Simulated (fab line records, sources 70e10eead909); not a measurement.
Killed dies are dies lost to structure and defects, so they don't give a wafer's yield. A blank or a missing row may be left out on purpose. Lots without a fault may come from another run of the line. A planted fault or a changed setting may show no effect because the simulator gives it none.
Which tool did it? | flow nand_harc | 6 lots, 18 wafers sampled, at 3 steps of a route of 1159

WHAT THE GAUGES READ, wafer by wafer
NHARC_P_M1_CD_MEAS_09: target cd 130 nm.
lot  | measured     | on        | cd_nm (nm)
L287 | day 6 03:52  | cd_sem-03 | 131.6 131.3 129.9
L290 | day 6 14:44  | cd_sem-01 | 129.8 130.7 130.5
L295 | day 8 00:38  | cd_sem-03 | 130.2 129.7 129.8
L298 | day 9 02:35  | cd_sem-01 | 102.3 101.1 102.3
L304 | day 10 09:01 | cd_sem-03 | 129.6 129.1 129.4
L308 | day 10 23:49 | cd_sem-03 | 129.7 130.4 130.1

WHICH TOOL RAN EACH LOT (tool, then ch and the chambers of the sampled wafers, then the start)
lot  | NHARC_P_M0_ETCH_15                            | NHARC_P_M1_EXPOSE_06
L287 | rie_diel-02 ch 0,1,3, day 6 01:46 or earlier  | arfi_scanner-03 ch 0, day 6 03:44
L290 | rie_diel-02 ch 0,2,3, day 6 13:13 or earlier  | arfi_scanner-02 ch 0, day 6 14:36
L295 | rie_diel-02 ch 0,2,3, day 7 22:49 or earlier  | arfi_scanner-01 ch 0, day 8 00:30
L298 | rie_diel-09 ch 0,1,2, day 9 01:02 or earlier  | arfi_scanner-02 ch 0, day 9 02:28
L304 | rie_diel-02 ch 0,1,3, day 10 07:16 or earlier | arfi_scanner-03 ch 0, day 10 08:52
L308 | rie_diel-10 ch 0,2,3, day 10 22:18 or earlier | arfi_scanner-03 ch 0, day 10 23:41
- NHARC_P_M0_ETCH_15: etches the open film in C4F8/Ar, target depth 150 nm, overetch 15 nm, time 82.5 s.
- NHARC_P_M1_EXPOSE_06: exposes mask P M1, target cd 130 nm.

THE ANSWER, worked out from the rows above alone
Rule: what is usual is taken from the lots themselves. Put in order of their means at a reading, lots are off if they are a third of the lots or fewer, leave a main group of 4 or more, and stand apart from it by a gap of 3 or more times the standard deviation of the main group's means; of several such gaps the widest counts. A main group whose means are all the same, to the digits that the tables above print for the reading, isn't used. A lot without any number at a reading at which 4 lots or more have one is off too. The other lots that the step has rows for count as sound.
Off: L298, at NHARC_P_M1_CD_MEAS_09 (cd_nm). The main group: mean 130.1 nm, standard deviation 0.51.
A tool fits if, at a process step before that reading, it ran every lot that is off, and no sound lot after the first of them. The gauges at NHARC_P_M1_CD_MEAS_09 are tried like those tools. NHARC_P_M0_ETCH_15 gives no start for some lots, so the hours and the order of its lots are those of NHARC_P_M0_THK_MEAS_24. Can't be told from this: 3 tools fit, rie_diel-09 at NHARC_P_M0_ETCH_15, arfi_scanner-02 at NHARC_P_M1_EXPOSE_06, cd_sem-01 at NHARC_P_M1_CD_MEAS_09.

WHAT THE SIMULATOR HAD PUT IN
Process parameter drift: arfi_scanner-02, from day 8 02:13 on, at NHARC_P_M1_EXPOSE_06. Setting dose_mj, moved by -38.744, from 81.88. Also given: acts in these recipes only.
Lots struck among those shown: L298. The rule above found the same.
